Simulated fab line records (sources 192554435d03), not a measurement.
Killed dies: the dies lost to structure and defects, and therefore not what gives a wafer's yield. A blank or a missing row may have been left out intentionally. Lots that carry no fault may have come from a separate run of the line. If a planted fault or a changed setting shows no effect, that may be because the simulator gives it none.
The tool behind it: which one? + flow n5Finfet + 8 lots with 24 wafers sampled at 5 steps, on a route of 1938 steps

## WHAT EACH GAUGE READ, for each wafer
N5_BEOL_M4_RC_MEAS_101.
| lot  | measured     | on        | DIBL_N (mV/V)  | DIBL_P (mV/V)  | IGATE_N (nA/um)      | IOFF_N (nA/um)       | IOFF_N_85C (nA/um) | IOFF_N_LIN (nA/um)  | IOFF_N_LONG (nA/um)           | IOFF_P (nA/um) | IOFF_P_85C (nA/um) | IOFF_P_LIN (nA/um) | IOFF_P_LONG (nA/um)        | ION_N (uA/um) | ION_P (uA/um) | SS_N (mV/dec)  | SS_P (mV/dec)  | VT_N (mV)         | VT_N_LONG (mV)    | VT_N_LVT (mV)     | VT_P (mV)      | VT_P_LONG (mV)       | VT_P_LVT (mV)        |
|------|--------------|-----------|----------------|----------------|----------------------|----------------------|--------------------|---------------------|-------------------------------|----------------|--------------------|--------------------|----------------------------|---------------|---------------|----------------|----------------|-------------------|-------------------|-------------------|----------------|----------------------|----------------------|
| L740 | day 7 23:18  | prober-01 | 35.0 37.3 36.1 | 35.9 38.7 37.2 | 0.0127 0.0116 0.0126 | 0.143 0.184 0.163    | 2.9 3.5 3.2        | 0.068 0.084 0.074   | 5.79e-05 5.8e-05 5.81e-05     | 0.21 0.26 0.23 | 3.7 4.4 3.9        | 0.101 0.119 0.109  | 0.000107 0.000107 0.000107 | 657 680 663   | 457 468 460   | 71.2 71.9 72.0 | 73.6 74.2 73.8 | 253.3 247.2 250.5 | 274.9 275.9 273.0 | 100.3 96.2 100.7  | -248 -245 -249 | -274.1 -272.7 -274.2 | -99.2 -95.1 -97.7    |
| L743 | day 8 20:10  | prober-01 | 37.6 37.0 36.0 | 36.9 35.2 35.0 | 0.0107 0.0117 0.0112 | 0.182 0.159 0.147    | 3.5 3.1 2.9        | 0.083 0.071 0.070   | 5.64e-05 5.67e-05 5.73e-05    | 0.29 0.25 0.25 | 4.6 4.1 4.1        | 0.132 0.119 0.120  | 0.000124 0.000125 0.000124 | 679 663 675   | 470 466 472   | 71.9 72.1 71.5 | 72.8 73.0 72.7 | 247.3 249.2 251.0 | 271.4 274.7 274.1 | 98.0 102.3 100.8  | -242 -245 -243 | -268.6 -272.9 -268.2 | -92.8 -93.8 -94.7    |
| L747 | day 9 21:07  | prober-01 | 36.0 35.8 36.5 | 37.5 37.3 37.8 | 0.0148 0.0123 0.0147 | 0.176 0.174 0.187    | 3.3 3.3 3.5        | 0.081 0.082 0.085   | 5.58e-05 5.61e-05 5.57e-05    | 0.25 0.25 0.27 | 4.3 4.2 4.5        | 0.115 0.116 0.123  | 0.000115 0.000114 0.000113 | 676 672 679   | 468 469 469   | 71.8 71.7 73.1 | 74.1 74.3 73.4 | 248.6 246.6 249.4 | 276.6 273.6 274.5 | 99.0 97.8 98.0    | -244 -248 -246 | -271.7 -274.0 -274.5 | -97.2 -97.3 -95.8    |
| L749 | day 10 17:21 | prober-02 | 36.8 34.4 36.3 | 36.6 33.9 36.0 | 0.0126 0.0131 0.0124 | 0.161 0.132 0.153    | 3.1 2.7 3.0        | 0.074 0.065 0.071   | 5.67e-05 5.84e-05 5.72e-05    | 0.23 0.19 0.23 | 3.9 3.3 3.7        | 0.107 0.093 0.104  | 0.000111 0.000113 0.00011  | 678 672 672   | 466 465 460   | 71.1 70.5 71.6 | 73.2 72.3 73.4 | 252.8 252.3 251.1 | 273.7 274.5 275.4 | 99.2 99.6 99.5    | -248 -247 -249 | -273.0 -273.0 -275.5 | -96.2 -98.4 -96.6    |
| L750 | day 11 06:55 | prober-02 | 37.1 36.3 36.3 | 38.5 37.9 36.7 | 0.0116 0.0099 0.0119 | 0.184 0.174 0.162    | 3.6 3.4 3.2        | 0.083 0.077 0.074   | 5.6e-05 5.49e-05 5.46e-05     | 0.22 0.21 0.20 | 3.8 3.7 3.5        | 0.097 0.097 0.092  | 0.000102 0.000101 0.000104 | 680 664 667   | 458 456 450   | 71.3 72.3 72.1 | 74.1 73.2 73.7 | 245.7 247.0 249.6 | 274.3 274.8 277.1 | 95.8 96.6 97.9    | -253 -251 -253 | -277.4 -277.3 -275.3 | -98.7 -99.9 -101.6   |
| L753 | day 11 18:47 | prober-02 | 36.8 38.4 37.9 | 37.7 39.3 38.4 | 0.0102 0.0091 0.0093 | 0.165 0.190 0.181    | 3.2 3.6 3.5        | 0.077 0.086 0.083   | 5.51e-05 5.5e-05 5.64e-05     | 0.23 0.27 0.25 | 4.0 4.6 4.2        | 0.108 0.121 0.111  | 0.00011 0.000108 0.000106  | 676 678 676   | 463 470 468   | 71.1 71.7 71.4 | 74.2 73.5 73.5 | 250.1 249.8 249.2 | 275.5 277.9 275.5 | 96.8 96.2 96.6    | -249 -246 -249 | -273.2 -276.5 -274.0 | -95.2 -93.2 -95.2    |
| L760 | day 13 19:39 | prober-01 | 32.4 33.6 33.5 | 32.4 34.1 33.6 | 0.1314 0.1284 0.1122 | 17.334 19.657 19.082 | 159.3 175.8 171.5  | 8.498 9.353 9.207   | 0.007795 0.0078287 0.0077706  | 0.03 0.04 0.03 | 0.8 0.8 0.8        | 0.018 0.019 0.018  | 5.4e-05 5.3e-05 5.2e-05    | 927 944 938   | 391 403 391   | 70.1 70.4 70.2 | 72.2 72.7 72.0 | 109.7 108.6 106.7 | 130.0 130.9 131.2 | -40.5 -42.1 -42.5 | -297 -295 -298 | -316.4 -317.2 -320.3 | -145.4 -143.7 -147.5 |
| L761 | day 13 21:52 | prober-02 | 37.4 35.0 37.4 | 36.8 33.4 36.2 | 0.0936 0.0940 0.1108 | 24.658 18.467 24.241 | 214.7 167.9 209.9  | 11.379 8.927 11.018 | 0.0077039 0.0077634 0.0076275 | 0.04 0.03 0.04 | 0.9 0.8 0.9        | 0.021 0.017 0.020  | 5e-05 5.1e-05 4.7e-05      | 943 941 935   | 395 389 387   | 71.8 71.4 71.9 | 73.0 72.8 73.4 | 106.3 110.4 107.7 | 130.8 130.6 131.3 | -45.8 -41.1 -44.6 | -294 -297 -293 | -320.1 -321.1 -317.6 | -143.4 -148.0 -143.7 |

## TOOL THAT RAN EACH LOT (tool first, then ch and the chambers of the sampled wafers, then the start)
| lot  | N5_HKMG_FIN_ETCH_32              | N5_HKMG_FIN_ALD_91                | N5_HKMG_FIN_ETCH_86              | N5_HKMG_FIN_STRIP_89             |
|------|----------------------------------|-----------------------------------|----------------------------------|----------------------------------|
| L740 | rieDiel-04 ch 1,3, day 4 07:35   | aldMetal-02 ch 0,1,3, day 4 08:28 | rieDiel-04 ch 0,1, day 4 08:49   | rieDiel-04 ch 0,1, day 4 08:52   |
| L743 | rieDiel-03 ch 0,1,3, day 5 00:29 | aldMetal-03 ch 0,2,3, day 5 01:23 | rieDiel-03 ch 0,1,3, day 5 01:43 | rieDiel-03 ch 0,1,3, day 5 01:47 |
| L747 | rieDiel-03 ch 0,3, day 6 08:16   | aldMetal-01 ch 0,3, day 6 09:10   | rieDiel-04 ch 0,2, day 6 09:30   | rieDiel-04 ch 0,2, day 6 09:34   |
| L749 | rieDiel-04 ch 0,1,2, day 6 15:52 | aldMetal-01 ch 1,2,3, day 6 16:45 | rieDiel-03 ch 2,3, day 6 17:05   | rieDiel-03 ch 2,3, day 6 17:09   |
| L750 | rieDiel-03 ch 0,3, day 6 22:34   | aldMetal-03 ch 1,3, day 6 23:27   | rieDiel-05 ch 0,1,2, day 6 23:48 | rieDiel-05 ch 0,1,2, day 6 23:52 |
| L753 | rieDiel-03 ch 1,2, day 7 15:05   | aldMetal-01 ch 1,2,3, day 7 15:58 | rieDiel-04 ch 0,3, day 7 16:19   | rieDiel-04 ch 0,3, day 7 16:22   |
| L760 | rieDiel-03 ch 0,1,3, day 9 08:30 | aldMetal-01 ch 0,1,3, day 9 09:25 | rieDiel-03 ch 0,2, day 9 09:45   | rieDiel-03 ch 0,2, day 9 09:49   |
| L761 | rieDiel-05 ch 1,2, day 9 16:31   | aldMetal-02 ch 0,1,2, day 9 17:25 | rieDiel-05 ch 0,2, day 9 17:47   | rieDiel-05 ch 0,2, day 9 17:51   |
- N5_HKMG_FIN_ETCH_32: etches SOC in N2/H2, target depth 240 nm, time 300 s.
- N5_HKMG_FIN_ALD_91: deposits TiN, target thk 1 nm, pulse time 1 s, purge time 3 s.
- N5_HKMG_FIN_ETCH_86: etches SOC in N2/H2, stops on TiN, target depth 393.2 nm.
- N5_HKMG_FIN_STRIP_89: strips SOC in N2/H2, time 20 s.

## WHAT THE TOOLS THEMSELVES READ (means of the sampled wafers that have a number; where no wafer has one, the mark that the record gives instead)
N5_HKMG_FIN_ETCH_32.
| lot  | tool       | drypumpMotorCurrentA (A) | oesProductAu (a.u.) | rfVppV (V) | showerheadPlenumPTorr (Torr) | throttleValvePct (%) |
|------|------------|--------------------------|---------------------|------------|------------------------------|----------------------|
| L740 | rieDiel-04 | 6.2                      | 0.70                | 521.4      | 2.46                         | 18.08                |
| L743 | rieDiel-03 | 6.2                      | 0.80                | 525.0      | 2.56                         | 18.01                |
| L747 | rieDiel-03 | 6.2                      | 0.85                | 525.2      | 2.58                         | 17.80                |
| L749 | rieDiel-04 | 5.6                      | 0.69                | 525.2      | 2.55                         | 17.87                |
| L750 | rieDiel-03 | 6.1                      | 0.83                | 525.6      | 2.57                         | 17.81                |
| L753 | rieDiel-03 | 5.8                      | 0.77                | 524.9      | 2.58                         | 18.23                |
| L760 | rieDiel-03 | 6.2                      | 0.85                | 523.5      | 2.54                         | 17.93                |
| L761 | rieDiel-05 | 6.3                      | 0.84                | 521.5      | 2.47                         | 17.68                |

N5_HKMG_FIN_ALD_91.
| lot  | tool        | chamberPressureTorr (Torr) | heaterPowerOuterW (W) | heaterPowerW (W) | precursorPulseHeightRel | susceptorTempC (C) |
|------|-------------|----------------------------|-----------------------|------------------|-------------------------|--------------------|
| L740 | aldMetal-02 | 2.996                      | 545                   | 898              | 0.985                   | 400.21             |
| L743 | aldMetal-03 | 3.004                      | 498                   | 813              | 0.989                   | 400.14             |
| L747 | aldMetal-01 | 2.998                      | 597                   | 927              | 0.999                   | 399.63             |
| L749 | aldMetal-01 | 2.996                      | 624                   | 965              | 1.008                   | 399.82             |
| L750 | aldMetal-03 | 2.995                      | 591                   | 969              | 1.004                   | 400.00             |
| L753 | aldMetal-01 | 2.997                      | 626                   | 955              | 0.988                   | 399.99             |
| L760 | aldMetal-01 | -                          | -                     | -                | -                       | -                  |
| L761 | aldMetal-02 | -                          | -                     | -                | -                       | -                  |

N5_HKMG_FIN_ETCH_86.
| lot  | tool       | drypumpMotorCurrentA (A) | oesProductAu (a.u.) | rfVppV (V) | showerheadPlenumPTorr (Torr) | throttleValvePct (%) |
|------|------------|--------------------------|---------------------|------------|------------------------------|----------------------|
| L740 | rieDiel-04 | 5.6                      | 0.70                | 242.2      | 2.60                         | 17.86                |
| L743 | rieDiel-03 | 6.2                      | 0.79                | 240.6      | 2.56                         | 17.98                |
| L747 | rieDiel-04 | 5.4                      | 0.68                | 242.0      | 2.58                         | 17.85                |
| L749 | rieDiel-03 | 6.1                      | 0.78                | 241.6      | 2.59                         | 17.90                |
| L750 | rieDiel-05 | 6.2                      | 0.78                | 240.1      | 2.49                         | 17.78                |
| L753 | rieDiel-04 | 6.0                      | 0.67                | 239.2      | 2.47                         | 18.12                |
| L760 | rieDiel-03 | 5.7                      | 0.78                | 240.9      | 2.59                         | 18.18                |
| L761 | rieDiel-05 | 6.2                      | 0.79                | 240.1      | 2.46                         | 17.62                |

N5_HKMG_FIN_STRIP_89.
| lot  | tool       | drypumpMotorCurrentA (A) | oesProductAu (a.u.) | rfVppV (V) | showerheadPlenumPTorr (Torr) | throttleValvePct (%) |
|------|------------|--------------------------|---------------------|------------|------------------------------|----------------------|
| L740 | rieDiel-04 | 5.6                      | 0.71                | 54.5       | 3.44                         | 19.04                |
| L743 | rieDiel-03 | 6.2                      | 0.80                | 54.1       | 3.38                         | 19.17                |
| L747 | rieDiel-04 | 5.4                      | 0.68                | 54.0       | 3.41                         | 19.02                |
| L749 | rieDiel-03 | 6.1                      | 0.78                | 54.3       | 3.41                         | 19.09                |
| L750 | rieDiel-05 | 6.2                      | 0.79                | 53.7       | 3.29                         | 19.09                |
| L753 | rieDiel-04 | 6.0                      | 0.68                | 53.0       | 3.26                         | 19.28                |
| L760 | rieDiel-03 | 5.7                      | 0.79                | 54.1       | 3.42                         | 19.48                |
| L761 | rieDiel-05 | 6.2                      | 0.80                | 53.6       | 3.26                         | 18.97                |

## THE ANSWER, worked out from the rows above alone
Rule: what is usual is taken from the lots themselves. Put in order of their means at a reading, lots are off if they are a third of the lots or fewer, leave a main group of 4 or more, and stand apart from it by a gap of 3 or more times the standard deviation of the main group's means; of several such gaps the widest counts. A main group is skipped when, at the precision printed for the reading in the tables above, its means are all equal. A lot without any number at a reading at which 4 lots or more have one is off too. All remaining lots with rows at the step are treated as sound. First the gauges in route order, then the tools' own readings, where a lot's mean is used as printed above. At the first step where some lot is off, the reading lying furthest off is the one used; lots without a number count as furthest.
Off: at N5_BEOL_M4_RC_MEAS_101 (IOFF_N_LONG), L760, L761. The main group: mean 5.65e-05 nA/um, standard deviation 1e-06.
If a tool, at a process step before that reading, ran all the lots that are off and no sound lot after the first of them, it fits. The gauges at N5_BEOL_M4_RC_MEAS_101 aren't tried: what is off there is off at N5_HKMG_FIN_ALD_91 too, on other tools, and a gauge's error can't cause that. Not one of the candidates tried fits.

## WHAT THE SIMULATOR HAD PUT IN
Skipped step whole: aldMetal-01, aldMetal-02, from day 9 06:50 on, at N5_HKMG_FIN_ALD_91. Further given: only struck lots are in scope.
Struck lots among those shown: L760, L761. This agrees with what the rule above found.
